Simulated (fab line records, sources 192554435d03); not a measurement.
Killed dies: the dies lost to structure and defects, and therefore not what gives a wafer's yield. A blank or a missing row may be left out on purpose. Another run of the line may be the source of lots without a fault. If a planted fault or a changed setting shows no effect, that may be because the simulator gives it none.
Chamber matching / flow n5Finfet / 4 sister chambers for N5_HKMG_FIN_CMP_23 on cmp-02
The step polishes, stops on SiNx, t overpolish 10 s, target thk 46.326 nm. 14 wafers are shown with their chamber, then 7 later ones without.

## EACH WAFER AND ITS CHAMBER
wafer=L078.4; chamber=1; motorCurrentA (A)=11.5; timeToEndpointS (s)=11.4; overpolishRunS (s)=10.002
wafer=L078.5; chamber=0; motorCurrentA (A)=12.0; timeToEndpointS (s)=14.3; overpolishRunS (s)=10.011
wafer=L078.6; chamber=3; motorCurrentA (A)=12.6; timeToEndpointS (s)=9.8; overpolishRunS (s)=10.017
wafer=L080.3; chamber=3; motorCurrentA (A)=11.6; timeToEndpointS (s)=10.1; overpolishRunS (s)=9.988
wafer=L080.4; chamber=1; motorCurrentA (A)=11.5; timeToEndpointS (s)=10.6; overpolishRunS (s)=10.011
wafer=L080.5; chamber=0; motorCurrentA (A)=11.4; timeToEndpointS (s)=14.9; overpolishRunS (s)=9.996
wafer=L084.1; chamber=1; motorCurrentA (A)=11.2; timeToEndpointS (s)=8.0; overpolishRunS (s)=10.011
wafer=L084.4; chamber=0; motorCurrentA (A)=11.7; timeToEndpointS (s)=10.6; overpolishRunS (s)=9.997
wafer=L084.6; chamber=0; motorCurrentA (A)=11.6; timeToEndpointS (s)=11.7; overpolishRunS (s)=10.002
wafer=L088.1; chamber=0; motorCurrentA (A)=11.8; timeToEndpointS (s)=10.1; overpolishRunS (s)=10.006
wafer=L088.3; chamber=2; motorCurrentA (A)=8.8; timeToEndpointS (s)=14.2; overpolishRunS (s)=9.992
wafer=L088.5; chamber=2; motorCurrentA (A)=8.9; timeToEndpointS (s)=14.1; overpolishRunS (s)=9.993
wafer=L092.2; chamber=1; motorCurrentA (A)=11.0; timeToEndpointS (s)=9.6; overpolishRunS (s)=10.024
wafer=L092.4; chamber=2; motorCurrentA (A)=9.3; timeToEndpointS (s)=14.1; overpolishRunS (s)=9.989

SIGNATURES, as means of the wafers listed above
reading=motorCurrentA; chamber 0=11.700; chamber 1=11.300; chamber 2=9.000; chamber 3=12.100; scatter within a chamber=0.319
reading=timeToEndpointS; chamber 0=12.320; chamber 1=9.900; chamber 2=14.133; chamber 3=9.950; scatter within a chamber=1.59
reading=overpolishRunS; chamber 0=10.00240; chamber 1=10.01200; chamber 2=9.99133; chamber 3=10.00250; scatter within a chamber=0.00912
Rule: a wafer lies at a distance from a chamber equal to the root of the sum of squares, over the readings, of (its reading less the chamber's mean, divided by the reading's scatter). If the next closest chamber is less than 2 further off than the closest, the wafer can't be placed; otherwise it belongs to the closest. How the scatter is found: for the shown wafers, subtract from each reading the mean of its chamber, square and add these, divide the total by (wafers less chambers), then take the root.

## WAFERS WITHOUT THEIR CHAMBER
wafer=L092.6; motorCurrentA (A)=9.2; timeToEndpointS (s)=14.7; overpolishRunS (s)=10.006
wafer=L094.2; motorCurrentA (A)=9.0; timeToEndpointS (s)=15.1; overpolishRunS (s)=9.990
wafer=L094.3; motorCurrentA (A)=11.6; timeToEndpointS (s)=15.3; overpolishRunS (s)=10.015
wafer=L094.5; motorCurrentA (A)=11.8; timeToEndpointS (s)=8.6; overpolishRunS (s)=10.001
wafer=L097.1; motorCurrentA (A)=9.3; timeToEndpointS (s)=11.0; overpolishRunS (s)=10.001
wafer=L097.4; motorCurrentA (A)=11.0; timeToEndpointS (s)=5.9; overpolishRunS (s)=10.005
wafer=L097.5; motorCurrentA (A)=12.1; timeToEndpointS (s)=9.8; overpolishRunS (s)=9.994

## THE CHAMBER EACH PASSED THROUGH
wafer=L092.6; from the rows above=2; in truth=2
wafer=L094.2; from the rows above=2; in truth=2
wafer=L094.3; from the rows above=can't be placed: 0 or 1 or 3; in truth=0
wafer=L094.5; from the rows above=can't be placed: 3 or 1 or 0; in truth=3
wafer=L097.1; from the rows above=2; in truth=2
wafer=L097.4; from the rows above=can't be placed: 1 or 3 or 0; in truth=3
wafer=L097.5; from the rows above=can't be placed: 3 or 0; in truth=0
3 of 7 placed correctly. Unplaceable from these rows: 4, with the true chamber sitting among the candidates in 4. Wrongly placed: 0.
